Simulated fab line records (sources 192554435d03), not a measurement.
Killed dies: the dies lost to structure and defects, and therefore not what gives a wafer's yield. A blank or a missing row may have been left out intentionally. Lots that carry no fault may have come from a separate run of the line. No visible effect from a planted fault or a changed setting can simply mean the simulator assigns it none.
Lot-split experiment	flow n5 finfet	route with 1938 steps; 7 lots, 39 wafers read

THE SPLIT
At N5_BEOL_M9_ALD_74 (deposits TaN, target thk 2 nm, pulse time 2 s, purge time 3 s), the setting ald cycles was moved away from the recipe's 40 on 15 of the 39 wafers read, by -55.0% to +45.0%. This setting was run at the recipe's value on the other wafers.

Reading taken at the split's own step.

THE READING
TaN_of_BEOL_M9_ALD_74.thk nm (the simulator's own value, which no gauge read), in nm, at N5_BEOL_M9_ALD_74 (deposits TaN, target thk 2 nm, pulse time 2 s, purge time 3 s). There is no usual value for it anywhere in the file.

wafer	tool, chamber at the split	ald cycles as run	against the recipe	TaN_of_BEOL_M9_ALD_74.thk nm, nm	against lot-mates on the recipe
L076.2	ald metal-02, 3,1,3	40	recipe	2	-
L076.4	ald metal-02, 3,1,3	40	recipe	2	-
L076.6	ald metal-02, 3,1,3	40	recipe	2	-
L078.1	ald metal-03, 2,0,2	40	recipe	2	-
L078.2	ald metal-03, 2,0,2	40	recipe	2	-
L078.4	ald metal-03, 2,0,2	40	recipe	2	-
L078.3	ald metal-03, 3,3,0	33	-17.5%	1.6	-0.4
L078.5	ald metal-03, 3,3,0	33	-17.5%	1.6	-0.4
L078.6	ald metal-03, 3,3,0	33	-17.5%	1.6	-0.4
L083.1	ald metal-04, 0,2	58	+45.0%	3	+1.0
L083.6	ald metal-04, 0,2	58	+45.0%	3	+1.0
L083.2	ald metal-04, 2,1,3	40	recipe	2	-
L083.3	ald metal-04, 2,1,3	40	recipe	2	-
L083.4	ald metal-04, 2,1,3	40	recipe	2	-
L083.5	ald metal-04, 1	58	+45.0%	2.8	+0.8
L085.1	ald metal-02, 2,3,0,1,3,2	40	recipe	2	-
L085.2	ald metal-02, 2,3,0,1,3,2	40	recipe	2	-
L085.3	ald metal-02, 2,3,0,1,3,2	40	recipe	2	-
L085.4	ald metal-02, 2,3,0,1,3,2	40	recipe	2	-
L085.5	ald metal-02, 2,3,0,1,3,2	40	recipe	2	-
L085.6	ald metal-02, 2,3,0,1,3,2	40	recipe	2	-
L090.1	ald metal-02, 1,2,1	32	-20.0%	1.6	-0.4
L090.5	ald metal-02, 1,2,1	32	-20.0%	1.6	-0.4
L090.6	ald metal-02, 1,2,1	32	-20.0%	1.6	-0.4
L090.2	ald metal-02, 2,3,0	40	recipe	2	-
L090.3	ald metal-02, 2,3,0	40	recipe	2	-
L090.4	ald metal-02, 2,3,0	40	recipe	2	-
L091.1	ald metal-02, 1,0,3	50	+25.0%	2.6	+0.6
L091.2	ald metal-02, 1,0,3	50	+25.0%	2.6	+0.6
L091.4	ald metal-02, 1,0,3	50	+25.0%	2.6	+0.6
L091.3	ald metal-02, 2,1,2	40	recipe	2	-
L091.5	ald metal-02, 2,1,2	40	recipe	2	-
L091.6	ald metal-02, 2,1,2	40	recipe	2	-
L095.1	ald metal-04, 1,2,0	40	recipe	2	-
L095.4	ald metal-04, 1,2,0	40	recipe	2	-
L095.5	ald metal-04, 1,2,0	40	recipe	2	-
L095.2	ald metal-04, 3	18	-55.0%	1	-1.0
L095.3	ald metal-04, 0,3	18	-55.0%	0.8	-1.2
L095.6	ald metal-04, 0,3	18	-55.0%	0.8	-1.2
The file does not say which wafer passed through which chamber wherever a row lists several chambers: such a row stands for several wafers.

THE FIT
A straight line over all 39 wafers: TaN_of_BEOL_M9_ALD_74.thk nm changes by +0.0211 nm for each +1% of ald cycles; r = +1.00; the points scatter about the line by 0.045 nm.
The same after taking each lot's own level away (the mean of its wafers on the recipe; 39 wafers): +0.0211 nm for each +1%; r = +1.00; scatter 0.045 nm.
That fit puts the effect of the largest move of ald cycles on the reading at 1.2 nm.
The lots' own levels span 2.00 to 2.00 nm.
Hence the lot-to-lot level has little effect on the slope; both slopes agree.
Check: with one of the wafers moved furthest among these (-55.0%) left out of the fit, the line predicts -1.19 nm for it against its lot-mates. Against them it came out at -1 nm.

THE OTHER SPLITS THESE WAFERS WENT THROUGH
Other splits were also applied to these wafers ahead of the reading. Each is held against what the fit with the lots' levels taken away leaves over:
other split on the same wafers	wafers away from the commonest value	r with TaN_of_BEOL_M9_ALD_74.thk nm (lot level and that fit taken away)
N5_SD_EPI_N_ETCH_45 target depth a	18	-0.08
N5_MOL_CONTACT_COAG_ALD_131 ald cycles	15	+0.19
N5_BEOL_M4_DESCUM_16 time s	18	-0.05
N5_BEOL_M6_ILD_DEP_00 target thk a	6	-0.03
N5_BEOL_M8_VIA_ETCH_34 target depth a	12	-0.08

THE FILE'S OWN FIT
TaN_of_BEOL_M9_ALD_74.thk nm changes by +0.0211 nm for each +1% of ald cycles, r = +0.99.
